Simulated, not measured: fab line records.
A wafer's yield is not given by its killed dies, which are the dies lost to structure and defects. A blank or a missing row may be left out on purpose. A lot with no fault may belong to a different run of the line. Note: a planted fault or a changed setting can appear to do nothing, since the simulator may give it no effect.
Comparing a struck lot with a sound one || flow nandHarc || 13 steps out of a route of 1159
Sound: wafers L347.1, L347.2, L347.4. The struck wafers were L346.2, L346.4, L346.6. Last of all comes the cause.
Per side, at each step with rows, come the tool, then ch with its chambers, and then its first start. Under that, the readings that differ: sound wafers || struck wafers || difference of the means || sigmas: that difference in standard deviations of wafers without a fault.
alike: words and numbers the same on both sides, and readings whose means are apart by under 2 such deviations; not compared: readings that were withheld, readings missing a value for some wafer, numbers with overlapping values and no deviation given by the record, and bounds like >300 which may hide the same value.
The two part at a step that has a row with sigmas, a row that says differs or no value, or rows on one side only. When numbers do not overlap yet have no deviation, they are printed without sigmas and do not part them. Lack of a reading on every wafer of one side parts them only where that side has two or more wafers.

first, 1 step without rows for these wafers: NHARC_A_BLC_SRD_27.
NHARC_A_BLC_INSPECT_28:
  struck on defectInspect-02, day 22 03:55; sound on defectInspect-02, day 21 21:07
  alike: rawDefectCount
then, 9 steps without rows for these wafers: NHARC_A_M0_DEP_00 (deposits SiOC, target thk 150 nm); NHARC_A_M0_DEHYDRATE_01 (time 120 s); NHARC_A_M0_HMDS_02 (time 30 s); NHARC_A_M0_COAT_33 (time 65 s); NHARC_A_M0_COAT_03 (resist thk 90 nm); NHARC_A_M0_SOFTBAKE_04 (time 55 s); NHARC_A_M0_EBR_05; NHARC_A_M0_EXPOSE_06 (exposes mask A M0, target cd 80 nm); NHARC_A_M0_PEB_07 (peb time 65 s).
NHARC_A_M0_DEVELOP_08: develop time 35 s.
  sound on lithoTrack-01 ch 0, day 21 21:00; struck on lithoTrack-01, day 22 04:00
  no value came back on the struck wafers for chillPlateTempC (C), developTimeS (s); on the sound wafers chillPlateTempC (C) reads 23.01 22.98 23.14
NHARC_A_M0_CD_MEAS_09: target cd 80 nm.
  sound on cdSem-01 ch 0, day 21 22:01; struck on cdSem-03 ch 0, day 22 04:57
{"reading": "cdNm (nm)", "sound": "80.0 80.8 80.5", "struck": "- - -", "difference": "no value on the struck wafers", "sigmas": ""}

WHERE THEY PART
First at NHARC_A_M0_DEVELOP_08; last, within this record, at NHARC_A_M0_CD_MEAS_09.

WHY: what had been put in by the simulator
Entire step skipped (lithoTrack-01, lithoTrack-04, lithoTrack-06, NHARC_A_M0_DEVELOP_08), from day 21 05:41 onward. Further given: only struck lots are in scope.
